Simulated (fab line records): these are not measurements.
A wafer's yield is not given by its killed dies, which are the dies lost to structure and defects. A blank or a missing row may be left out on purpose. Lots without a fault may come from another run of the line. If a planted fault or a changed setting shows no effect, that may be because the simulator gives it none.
Split-lot study -- flow n5 finfet -- route with 1938 steps; 7 lots, 39 wafers read

## THE SPLIT
At N5_BEOL_M13_SPUTTER_44 (material Ta, target thk 10 nm, time 16.13 s), the setting time s was moved away from the recipe's 16.13 s on 12 of the 39 wafers read, by -42.0% to +19.6%. For the rest of the wafers, this setting stayed at what the recipe calls for.

## FROM THE SPLIT TO THE READING: what the file shows between them, 3 steps
- N5_BEOL_M13_SPUTTER_45: material Cu, target thk 80 nm, time 13.33 s
- N5_BEOL_M13_ECD_47: material Cu, target thk 936 nm
- N5_BEOL_M13_ANNEAL_48: time 90 s

## THE READING
barrier field endpoint s, in s, at N5_BEOL_M13_CMP_49 (polishes, stops on SiOC, t overpolish 17.1 s, target thk 420 nm). On this fab line, fault-free wafers typically give 30.6 s with a standard deviation of 0.88 s.

wafer,"tool, chamber at the split","time s as run, s",against the recipe,"barrier field endpoint s, s",against lot-mates on the recipe
L076.2,"pvd sputter-02, -",16.13,recipe,30.9,-
L076.3,"pvd sputter-02, -",16.13,recipe,31.6,-
L076.4,"pvd sputter-02, -",16.13,recipe,30.7,-
L076.1,"pvd sputter-02, -",16.13,recipe,30.3,-
L076.6,"pvd sputter-02, -",16.13,recipe,30.8,-
L076.5,"pvd sputter-02, -",16.13,recipe,30.6,-
L078.1,"pvd sputter-02, -",12.21,-24.3%,27.4,-2.9
L078.4,"pvd sputter-02, -",12.21,-24.3%,25.8,-4.5
L078.3,"pvd sputter-02, -",16.13,recipe,30.4,-
L078.2,"pvd sputter-02, -",16.13,recipe,31.5,-
L078.6,"pvd sputter-02, -",12.21,-24.3%,26.5,-3.8
L078.5,"pvd sputter-02, -",16.13,recipe,29.0,-
L080.2,"pvd sputter-02, -",16.13,recipe,30.6,-
L080.1,"pvd sputter-02, -",19.29,+19.6%,32.9,+2.7
L080.3,"pvd sputter-02, -",16.13,recipe,29.2,-
L080.4,"pvd sputter-02, -",19.29,+19.6%,34.2,+4.0
L080.6,"pvd sputter-02, -",19.29,+19.6%,32.4,+2.2
L080.5,"pvd sputter-02, -",16.13,recipe,30.9,-
L082.3,"pvd sputter-03, -",16.13,recipe,30.6,-
L082.4,"pvd sputter-03, -",16.13,recipe,31.4,-
L082.5,"pvd sputter-03, -",16.13,recipe,30.5,-
L084.4,"pvd sputter-02, -",19.16,+18.8%,32.3,+1.9
L084.1,"pvd sputter-02, -",19.16,+18.8%,32.4,+2.0
L084.2,"pvd sputter-02, -",16.13,recipe,30.8,-
L084.3,"pvd sputter-02, -",19.16,+18.8%,32.7,+2.3
L084.6,"pvd sputter-02, -",16.13,recipe,30.2,-
L084.5,"pvd sputter-02, -",16.13,recipe,30.2,-
L091.1,"pvd sputter-02, -",16.13,recipe,30.4,-
L091.2,"pvd sputter-02, -",16.13,recipe,31.7,-
L091.3,"pvd sputter-02, -",16.13,recipe,30.8,-
L091.4,"pvd sputter-02, -",9.354,-42.0%,25.4,-5.6
L091.6,"pvd sputter-02, -",9.354,-42.0%,26.1,-4.9
L091.5,"pvd sputter-02, -",9.354,-42.0%,25.6,-5.4
L097.3,"pvd sputter-01, -",16.13,recipe,30.7,-
L097.4,"pvd sputter-01, -",16.13,recipe,32.3,-
L097.1,"pvd sputter-01, -",16.13,recipe,32.1,-
L097.2,"pvd sputter-01, -",16.13,recipe,30.6,-
L097.5,"pvd sputter-01, -",16.13,recipe,30.3,-
L097.6,"pvd sputter-01, -",16.13,recipe,30.6,-

THE FIT
A straight line over all 39 wafers: barrier field endpoint s changes by +0.126 s for each +1% of time s; r = +0.93; the points scatter about the line by 0.77 s.
The same after taking each lot's own level away (the mean of its wafers on the recipe; 39 wafers): +0.132 s for each +1%; r = +0.95; scatter 0.66 s.
On that fit, the largest move of time s shifts the reading by 5.5 s.
From 30.23 to 31.10 s: that is the span of the lots' own levels, equal to 1.0 times the standard deviation above.
So the lot-to-lot level changes the slope little: the two slopes agree.
Check: with one of the wafers moved furthest among these (-42.0%) left out of the fit, the line predicts -5.56 s for it against its lot-mates. It came out at -5.57 s against them.

## THESE WAFERS: OTHER SPLITS
Note: prior to the reading, these wafers also went through further splits. Each is held against what the fit with the lots' levels taken away leaves over:
other split on the same wafers,wafers away from the commonest value,r with barrier field endpoint s (lot level and that fit taken away)
N5_BEOL_M9_TRENCH_ETCH_37 target depth a,9,+0.17
N5_BEOL_M11_VIA_ETCH_34 target depth a,12,+0.14

## THE WHOLE CHAIN: every reading that the file lists as answering this split, in the file's order
step,what it does,reading,change (the file's fit),r (the file's)
N5_BEOL_M13_SPUTTER_44,"material Ta, target thk 10 nm, time 16.13 s","Ta_of_BEOL_M13_SPUTTER_44.thk nm (the simulator's own value, which no gauge read)",+0.0964 nm for each +1% of the setting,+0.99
N5_BEOL_M13_CMP_49,"polishes, stops on SiOC, t overpolish 17.1 s, target thk 420 nm",barrier field endpoint s,+0.131 s for each +1% of the setting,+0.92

## FILE'S OWN FIT
barrier field endpoint s changes by +0.131 s for each +1% of time s, r = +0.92.
